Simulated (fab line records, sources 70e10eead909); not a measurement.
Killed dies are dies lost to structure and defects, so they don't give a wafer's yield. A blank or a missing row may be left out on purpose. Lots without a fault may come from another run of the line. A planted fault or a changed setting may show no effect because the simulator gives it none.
Chamber matching | flow nand_harc | NHARC_P_GATE_ALD_36 on ald_sin-03: 4 sister chambers
The step deposits SiNx, target thk 20 nm, pulse time 60 s, ald cycles 223. 16 wafers are shown with their chamber, then 8 later ones without.

WAFERS WITH THEIR CHAMBER
wafer  | chamber | heater_power_w (W) | precursor_pulse_height_rel
L075.1 | 3       | 851                | 0.978
L075.5 | 0       | 889                | 0.987
L075.6 | 1       | 766                | 0.973
L076.4 | 3       | 844                | 1.004
L076.2 | 0       | 862                | 1.031
L076.6 | 2       | 790                | 0.965
L082.4 | 0       | 861                | 1.018
L082.1 | 1       | 730                | 1.009
L082.6 | 3       | 867                | 0.994
L084.2 | 2       | 826                | 0.974
L084.3 | 3       | 874                | 1.032
L084.5 | 1       | 724                | 1.015
L086.1 | 2       | 828                | 1.043
L086.3 | 0       | 833                | 0.986
L086.6 | 1       | 749                | 0.975
L090.3 | 3       | 899                | 0.994

SIGNATURES (means of the wafers above)
reading                    | chamber 0 | chamber 1 | chamber 2 | chamber 3 | scatter within a chamber
heater_power_w             | 861.25    | 742.25    | 814.67    | 867.00    | 21.3
precursor_pulse_height_rel | 1.00550   | 0.99300   | 0.99400   | 1.00040   | 0.0262
Rule: a wafer's distance from a chamber is the root of the sum, over the readings, of the square of ((its reading less the chamber's mean) divided by the reading's scatter). The wafer belongs to the nearest chamber; if the next one is less than 2 further off, it can't be placed. The scatter: the root of (the sum of the squares of (reading less its chamber's mean) over the shown wafers, divided by (wafers less chambers)).

WAFERS WITHOUT THEIR CHAMBER
wafer  | heater_power_w (W) | precursor_pulse_height_rel
L090.1 | 849                | 1.020
L090.6 | 886                | 1.046
L093.1 | 740                | 1.015
L093.3 | 852                | 0.972
L093.4 | 883                | 0.997
L096.2 | 864                | 0.996
L096.4 | 816                | 1.037
L096.6 | 717                | 0.992

WHICH CHAMBER EACH WENT THROUGH
wafer  | from the rows above          | in truth
L090.1 | can't be placed: 0 or 3 or 2 | 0
L090.6 | can't be placed: 0 or 3 or 2 | 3
L093.1 | 1                            | 1
L093.3 | can't be placed: 3 or 0 or 2 | 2
L093.4 | can't be placed: 3 or 0      | 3
L096.2 | can't be placed: 3 or 0      | 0
L096.4 | can't be placed: 2 or 0 or 3 | 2
L096.6 | 1                            | 1
Placed correctly: 2 of 8. Can't be placed from these rows: 6 (the true chamber is among the candidates in 6). Placed wrongly: 0.
